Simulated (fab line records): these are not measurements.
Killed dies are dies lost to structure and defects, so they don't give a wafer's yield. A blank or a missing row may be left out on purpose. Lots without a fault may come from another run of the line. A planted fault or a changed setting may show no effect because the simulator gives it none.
Which of the tools did it? | flow n5 finfet | 24 lots with 72 wafers sampled at 4 steps, on a route of 1938 steps

WHAT THE GAUGES READ, wafer by wafer
N5_BEOL_M7_OVL_MEAS_29.
lot  | measured     | on         | V6_OVL (nm)
L075 | day 8 22:41  | overlay-01 | -0.2 0.0 -0.7
L074 | day 9 01:49  | overlay-01 | -1.1 -0.9 -0.6
L076 | day 9 08:27  | overlay-01 | -0.2 -0.4 -0.4
L078 | day 9 19:07  | overlay-02 | -1.7 -0.4 -0.9
L077 | day 9 18:55  | overlay-02 | 0.2 0.6 0.5
L079 | day 10 10:17 | overlay-01 | -0.4 -0.4 -0.4
L080 | day 10 17:01 | overlay-02 | 0.5 -0.1 0.0
L082 | day 11 00:35 | overlay-02 | -0.3 -0.6 0.1
L081 | day 11 00:44 | overlay-02 | 0.4 0.7 0.1
L084 | day 11 08:47 | overlay-01 | 0.4 -1.0 -1.2
L083 | day 11 08:52 | overlay-01 | 1.1 0.0 -0.2
L085 | day 11 11:07 | overlay-02 | -0.6 -0.2 -0.2
L087 | day 12 09:48 | overlay-01 | 0.0 -0.2 -0.6
L088 | day 12 16:42 | overlay-02 | -2.0 -1.1 -0.5
L086 | day 12 16:51 | overlay-01 | -0.1 0.6 -0.2
L089 | day 13 13:25 | overlay-02 | 0.3 -0.7 -0.3
L090 | day 13 14:46 | overlay-02 | -1.2 -0.9 -0.8
L093 | day 13 15:19 | overlay-02 | -0.1 0.2 0.0
L091 | day 13 20:16 | overlay-02 | -0.2 -1.4 0.0
L092 | day 14 02:24 | overlay-02 | -0.1 -0.6 -0.4
L095 | day 14 17:29 | overlay-02 | 0.2 0.2 -0.4
L094 | day 14 23:18 | overlay-02 | -0.4 -0.8 0.1
L097 | day 15 05:44 | overlay-01 | 1.3 1.6 1.4
L096 | day 15 12:18 | overlay-01 | 0.4 1.0 0.0

TOOL THAT RAN EACH LOT (tool first, then ch and the chambers of the sampled wafers, then the start)
lot  | N5_BEOL_M6_DEGAS_44          | N5_BEOL_M6_PRE_CLEAN_45      | N5_BEOL_M7_STRIP_19
L075 | pvd sputter-01, day 8 16:32  | pvd sputter-01, day 8 16:35  | rie diel-01 ch 2,3, day 8 21:36
L074 | pvd sputter-01, day 8 18:00  | pvd sputter-01, day 8 18:02  | rie diel-03 ch 1,2,3, day 9 00:04
L076 | pvd sputter-01, day 8 21:22  | pvd sputter-01, day 8 21:24  | rie diel-03 ch 2,3, day 9 03:37
L078 | pvd sputter-01, day 9 12:36  | pvd sputter-01, day 9 12:38  | rie diel-03 ch 2,3, day 9 17:23
L077 | pvd sputter-03, day 9 12:42  | pvd sputter-03, day 9 12:44  | rie diel-03 ch 1,3, day 9 17:33
L079 | pvd sputter-03, day 10 01:38 | pvd sputter-03, day 10 01:40 | rie diel-01 ch 0,2, day 10 08:08
L080 | pvd sputter-02, day 10 07:26 | pvd sputter-02, day 10 07:29 | rie diel-03 ch 0,1,3, day 10 11:57
L082 | pvd sputter-01, day 10 17:07 | pvd sputter-01, day 10 17:10 | rie diel-03 ch 0,1,2, day 10 21:31
L081 | pvd sputter-01, day 10 17:17 | pvd sputter-01, day 10 17:19 | rie diel-03 ch 1,2,3, day 10 21:58
L084 | pvd sputter-03, day 11 02:02 | pvd sputter-03, day 11 02:04 | rie diel-01 ch 1,2,3, day 11 07:14
L083 | pvd sputter-02, day 11 02:28 | pvd sputter-02, day 11 02:30 | rie diel-03 ch 1,2,3, day 11 07:53
L085 | pvd sputter-02, day 11 05:59 | pvd sputter-02, day 11 06:01 | rie diel-03 ch 0,1,2, day 11 10:39
L087 | pvd sputter-02, day 12 04:13 | pvd sputter-02, day 12 04:15 | rie diel-03 ch 0,3, day 12 09:02
L088 | pvd sputter-01, day 12 11:24 | pvd sputter-01, day 12 11:26 | rie diel-01 ch 0,2,3, day 12 15:45
L086 | pvd sputter-02, day 12 11:26 | pvd sputter-02, day 12 11:28 | rie diel-01 ch 1,2,3, day 12 16:01
L089 | pvd sputter-03, day 13 08:13 | pvd sputter-03, day 13 08:16 | rie diel-03 ch 0,2,3, day 13 12:55
L090 | pvd sputter-01, day 13 09:28 | pvd sputter-01, day 13 09:31 | rie diel-03 ch 0,2,3, day 13 14:20
L093 | pvd sputter-01, day 13 09:59 | pvd sputter-01, day 13 10:01 | rie diel-01 ch 0,3, day 13 14:54
L091 | pvd sputter-01, day 13 14:14 | pvd sputter-01, day 13 14:17 | rie diel-03 ch 1,2, day 13 19:02
L092 | pvd sputter-02, day 13 18:36 | pvd sputter-02, day 13 18:38 | rie diel-03 ch 0,1,2, day 14 01:20
L095 | pvd sputter-02, day 14 08:34 | pvd sputter-02, day 14 08:37 | rie diel-06 ch 0,2, day 14 13:49
L094 | pvd sputter-03, day 14 16:32 | pvd sputter-03, day 14 16:34 | rie diel-03 ch 1,2, day 14 22:23
L097 | pvd sputter-01, day 14 23:07 | pvd sputter-01, day 14 23:09 | rie diel-01 ch 0,1,3, day 15 04:12
L096 | pvd sputter-03, day 15 04:48 | pvd sputter-03, day 15 04:50 | rie diel-01 ch 0,3, day 15 10:20
- N5_BEOL_M6_DEGAS_44: time 60 s.
- N5_BEOL_M6_PRE_CLEAN_45: time 30 s.
- N5_BEOL_M7_STRIP_19: strips in O2.

WHAT THE TOOLS THEMSELVES READ (means of the sampled wafers that have a number; where no wafer has one, the mark that the record gives instead)
N5_BEOL_M6_DEGAS_44.
lot  | tool           | heater power w (W)
L075 | pvd sputter-01 | 330
L074 | pvd sputter-01 | 300
L076 | pvd sputter-01 | 298
L078 | pvd sputter-01 | 296
L077 | pvd sputter-03 | 323
L079 | pvd sputter-03 | 344
L080 | pvd sputter-02 | 346
L082 | pvd sputter-01 | 300
L081 | pvd sputter-01 | 301
L084 | pvd sputter-03 | 308
L083 | pvd sputter-02 | 341
L085 | pvd sputter-02 | 345
L087 | pvd sputter-02 | 373
L088 | pvd sputter-01 | 324
L086 | pvd sputter-02 | 341
L089 | pvd sputter-03 | 350
L090 | pvd sputter-01 | 303
L093 | pvd sputter-01 | 301
L091 | pvd sputter-01 | 300
L092 | pvd sputter-02 | 346
L095 | pvd sputter-02 | 348
L094 | pvd sputter-03 | 322
L097 | pvd sputter-01 | 282
L096 | pvd sputter-03 | 349

N5_BEOL_M6_PRE_CLEAN_45.
lot  | tool           | heater power w (W)
L075 | pvd sputter-01 | 324
L074 | pvd sputter-01 | 303
L076 | pvd sputter-01 | 303
L078 | pvd sputter-01 | 301
L077 | pvd sputter-03 | 329
L079 | pvd sputter-03 | 334
L080 | pvd sputter-02 | 346
L082 | pvd sputter-01 | 301
L081 | pvd sputter-01 | 297
L084 | pvd sputter-03 | 312
L083 | pvd sputter-02 | 345
L085 | pvd sputter-02 | 343
L087 | pvd sputter-02 | 368
L088 | pvd sputter-01 | 323
L086 | pvd sputter-02 | 345
L089 | pvd sputter-03 | 349
L090 | pvd sputter-01 | 299
L093 | pvd sputter-01 | 300
L091 | pvd sputter-01 | 300
L092 | pvd sputter-02 | 343
L095 | pvd sputter-02 | 342
L094 | pvd sputter-03 | 323
L097 | pvd sputter-01 | 274
L096 | pvd sputter-03 | 347

N5_BEOL_M7_STRIP_19.
lot  | tool        | drypump motor current A (A) | oes product au (a.u.) | rf vpp V (V) | showerhead plenum p Torr (Torr) | throttle valve pct (%)
L075 | rie diel-01 | 5.9                         | 0.76                  | 3.5          | 2.05                            | 16.79
L074 | rie diel-03 | 5.9                         | 0.77                  | 3.9          | 2.14                            | 16.82
L076 | rie diel-03 | 5.8                         | 0.69                  | 3.5          | 2.15                            | 17.01
L078 | rie diel-03 | 5.8                         | 0.69                  | 3.7          | 2.14                            | 17.02
L077 | rie diel-03 | 5.5                         | 0.77                  | 3.7          | 2.17                            | 16.83
L079 | rie diel-01 | 5.5                         | 0.76                  | 3.8          | 2.09                            | 16.83
L080 | rie diel-03 | 5.8                         | 0.84                  | 3.4          | 2.16                            | 16.59
L082 | rie diel-03 | 6.3                         | 0.94                  | 3.0          | 2.12                            | 16.43
L081 | rie diel-03 | 5.9                         | 0.85                  | 3.6          | 2.13                            | 16.69
L084 | rie diel-01 | 5.6                         | 0.73                  | 4.0          | 2.08                            | 16.73
L083 | rie diel-03 | 5.9                         | 0.84                  | 4.0          | 2.13                            | 16.70
L085 | rie diel-03 | 6.3                         | 0.92                  | 3.4          | 2.12                            | 16.44
L087 | rie diel-03 | 5.8                         | 0.77                  | 3.2          | 2.17                            | 16.82
L088 | rie diel-01 | 5.7                         | 0.74                  | 3.4          | 2.06                            | 16.86
L086 | rie diel-01 | 5.6                         | 0.72                  | 3.3          | 2.08                            | 16.74
L089 | rie diel-03 | 6.2                         | 0.83                  | 3.3          | 2.13                            | 16.67
L090 | rie diel-03 | 6.2                         | 0.84                  | 3.1          | 2.13                            | 16.65
L093 | rie diel-01 | 5.4                         | 0.73                  | 3.2          | 2.06                            | 16.99
L091 | rie diel-03 | 6.3                         | 0.88                  | 3.2          | 2.09                            | 16.57
L092 | rie diel-03 | 6.3                         | 0.89                  | 3.4          | 2.11                            | 16.47
L095 | rie diel-06 | 5.4                         | 0.80                  | 3.1          | 2.02                            | 16.49
L094 | rie diel-03 | 6.3                         | 0.87                  | 4.1          | 2.08                            | 16.59
L097 | rie diel-01 | 5.3                         | 0.70                  | 3.4          | 2.07                            | 16.90
L096 | rie diel-01 | 5.7                         | 0.72                  | 3.5          | 2.03                            | 16.99

THE ANSWER, worked out from the rows above alone
Rule: what is usual is taken from the lots themselves. The widest of any qualifying gaps counts: lots, ordered by their means at a reading, are off when they make up no more than a third of the lots, leave a main group of 4 or more, and stand apart from it by 3 or more times the standard deviation of that group's means. Not used: any main group whose means are identical at the precision the tables above print for the reading. Also off: a lot with no number at a reading for which 4 or more lots have one. The other lots that the step has rows for count as sound. After the gauges, taken in route order, come the tools' own readings; for these a lot's mean is taken, as printed above. At the first step where some lot is off, the reading lying furthest off is the one used; lots without a number count as furthest.
None of the lots is off at any reading shown; this tells nothing.

WHAT THE SIMULATOR PUT IN
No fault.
